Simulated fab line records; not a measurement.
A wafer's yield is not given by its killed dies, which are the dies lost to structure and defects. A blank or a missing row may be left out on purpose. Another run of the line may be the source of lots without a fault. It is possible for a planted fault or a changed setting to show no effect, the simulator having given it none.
Problem report, 8D (eight disciplines) form, completed by code ; flow n5Finfet ; the parts of the form that need people (team, actions taken, sign-off) are left out

## 1. THE ISSUE
VT_P at N5_BEOL_M4_RC_MEAS_101 reads a mean of -274 mV on 2 wafers of 2 lots; wafers without a fault read -251 mV with a standard deviation of 3.6. Relative to the usual mean, that is a shift of -6.5 standard deviations.
Seen first at day 12 11:26 on prober-01, wafer L113.4. The record holds 27 wafers of 9 lots with a number at this step. The rule behind "out" and "out of limits": a value lying over 4 standard deviations away from the usual mean. The other wafers with a number count as sound.

## 2. WHAT IT IS, WHAT IT ISN'T
question;is;is not
which readings at this step;VT_P, ION_P, VT_P_LONG, VT_P_LVT;DIBL_N, DIBL_P, SS_N, SS_P
which lots;L113, L114;L104, L106, L116, L117, L994, L996, L998
which wafers of those lots;L113.4, L114.1;L113.1, L113.3, L114.5, L114.6
read on which gauges;prober-01, prober-02;-
when;from day 12 11:26;"up to then (17 sound wafers); but 8 sound wafers of L114, L116, L117 came after"

## 3. SUSPECTS, AND WHAT RULES EACH OUT
Counting: a tool at a process step up to the reading stays a suspect if it ran every lot that is out. Sound lots after the first of them don't rule it out here, since some wafers of a struck lot are sound.
- the gauge at N5_BEOL_M4_RC_MEAS_101 is ruled out. 2 gauges (prober-01, prober-02) read the wafers that are out.
- rtpAnneal-02 at N5_HKMG_FIN_HK_ANNEAL_02 (time 30 s): kept. It ran every lot that is out, first L113 (day 8 20:10); its last sound lot up to then is L106 (day 7 02:39).
- aldMetal-04 at N5_HKMG_FIN_ALD_79 (deposits TiN, target thk 1.5 nm, pulse time 1 s, purge time 3 s): kept. It ran every lot that is out, first L113 (day 8 22:17); its last sound lot up to then is L998 (day 5 05:19).
- In aldMetal-04 at N5_HKMG_FIN_ALD_79, the wafers that are out were processed in chamber 3 and their sound lot-mates in chambers 1, 2.
The count leaves aldMetal-04 at N5_HKMG_FIN_ALD_79 and rtpAnneal-02 at N5_HKMG_FIN_HK_ANNEAL_02.

## 4. THE CAUSE (what the simulator had put in)
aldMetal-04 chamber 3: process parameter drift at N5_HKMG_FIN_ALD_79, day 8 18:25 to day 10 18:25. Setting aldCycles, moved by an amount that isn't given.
Of the 2 suspects that counting leaves, this tool is one.

## 5. THE EFFECT CHAIN, in route order
One row per reading whose mean, taken over the struck wafers that have a number, lies over 3 standard deviations from the usual. Only readings for which the record gives a usual standard deviation are gone through. hours: the time from each lot's start at the first step in this table that gives one to its start at this step, as a median over the lots. sigmas: the change in usual standard deviations.
hours;step;reading;usual;on struck wafers;change;sigmas
0;N5_BEOL_M4_RC_MEAS_101;IGATE_N;0.0126 nA/um;0.0191;+0.0065;+3.6
0;N5_BEOL_M4_RC_MEAS_101;IGATE_P;0.0038 nA/um;0.0058;+0.0020;+3.7
0;N5_BEOL_M4_RC_MEAS_101;IOFF_P;0.20 nA/um;0.08;-0.12;-3.4
0;N5_BEOL_M4_RC_MEAS_101;IOFF_P_85C;3.5 nA/um;1.8;-1.8;-3.6
0;N5_BEOL_M4_RC_MEAS_101;IOFF_P_LIN;0.097 nA/um;0.044;-0.053;-4.1
0;N5_BEOL_M4_RC_MEAS_101;IOFF_P_LONG;0.000104 nA/um;0.000068;-0.000036;-3.6
0;N5_BEOL_M4_RC_MEAS_101;ION_P;461 uA/um;426;-36;-4.7
0;N5_BEOL_M4_RC_MEAS_101;VT_N;251 mV;262;+10;+3.2
0;N5_BEOL_M4_RC_MEAS_101;VT_N_LONG;275.3 mV;284.1;+8.8;+3.7
0;N5_BEOL_M4_RC_MEAS_101;VT_N_LVT;100 mV;111;+11;+3.4
0;N5_BEOL_M4_RC_MEAS_101;VT_P;-251 mV;-274;-24;-6.5
0;N5_BEOL_M4_RC_MEAS_101;VT_P_LONG;-276 mV;-298;-22;-6.5
0;N5_BEOL_M4_RC_MEAS_101;VT_P_LVT;-100 mV;-122;-22;-7.0
101;N5_PASSIVATION_PROBE_49;sort_bin_8_speed;0.00 %;42.24;+42.24;+99 or more
101;N5_PASSIVATION_PROBE_49;sortNPass;1079;598;-480;-30
101;N5_PASSIVATION_PROBE_49;sortYieldPct;91.5 %;50.7;-40.8;-31
Here are the process steps it includes:
- N5_PASSIVATION_PROBE_49

## 6. HOW IT WOULD HAVE BEEN CAUGHT EARLIER
The first out-of-limits reading at a measuring or inspecting step in this record came at day 12 11:26, 89 hours after the fault's start at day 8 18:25.
Tool readings at N5_HKMG_FIN_ALD_79 with a usual standard deviation given in the record: none out on any struck wafer, hence no alarm at a limit of 4 standard deviations on them.
The start of N5_HKMG_FIN_ALD_79 on aldMetal-04 came by day 12 11:26 for every one of the lots that are out (2). Holding the tool at that point would not have protected any of them.
